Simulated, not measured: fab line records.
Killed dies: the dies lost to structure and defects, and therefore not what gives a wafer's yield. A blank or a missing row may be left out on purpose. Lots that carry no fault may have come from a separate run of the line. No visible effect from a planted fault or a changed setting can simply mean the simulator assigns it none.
Chamber matching | flow nand harc | ald metal-03 running NHARC_A_WL_FILL_ALD_19: 4 sister chambers
The step deposits TiN, target thk 2 nm, pulse time 3 s, ald cycles 100. 8 wafers are shown with their chamber, then 9 later ones without.

== WAFERS WITH THEIR CHAMBER ==
wafer  | chamber | heater power w (W) | precursor pulse height rel
L076.4 | 3       | 1023               | 1.002
L080.5 | 3       | 1010               | 1.026
L082.3 | 2       | 1211               | 1.009
L082.4 | 0       | 1329               | 0.982
L082.5 | 2       | 1224               | 0.959
L085.4 | 1       | 1022               | 0.990
L085.5 | 1       | 1021               | 1.011
L085.6 | 0       | 1235               | 0.966

== WAFERS WITH NO CHAMBER GIVEN ==
wafer  | heater power w (W) | precursor pulse height rel
L089.1 | 1071               | 0.984
L089.3 | 1217               | 0.993
L089.6 | 1247               | 0.989
L091.2 | 1270               | 1.020
L091.3 | 1004               | 1.011
L091.6 | 1213               | 0.997
L096.3 | 1293               | 1.017
L096.5 | 1218               | 1.004
L096.6 | 1011               | 0.995

== THE CHAMBER EACH PASSED THROUGH ==
wafer  | from the rows above     | in truth
L089.1 | can't be placed: 1 or 3 | 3
L089.3 | can't be placed: 2 or 0 | 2
L089.6 | can't be placed: 2 or 0 | 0
L091.2 | can't be placed: 0 or 2 | 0
L091.3 | can't be placed: 3 or 1 | 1
L091.6 | can't be placed: 2 or 0 | 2
L096.3 | can't be placed: 0 or 2 | 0
L096.5 | can't be placed: 2 or 0 | 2
L096.6 | can't be placed: 1 or 3 | 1
Correct placement for 0 of the 9. Unplaceable from these rows: 9, with the true chamber sitting among the candidates in 9. Placed wrongly: 0.
How it was worked out, from the rows above alone: a wafer's distance from a chamber is the root of the sum, over the readings, of the square of ((its reading less the chamber's mean) divided by the reading's scatter). If the next closest chamber is less than 2 further off than the closest, the wafer can't be placed; otherwise it belongs to the closest. For every chamber, the mean is computed from those of its wafers that are shown. The scatter: take each reading less its chamber's mean, square it, sum over the shown wafers, divide by the number of wafers less the number of chambers, and take the root.
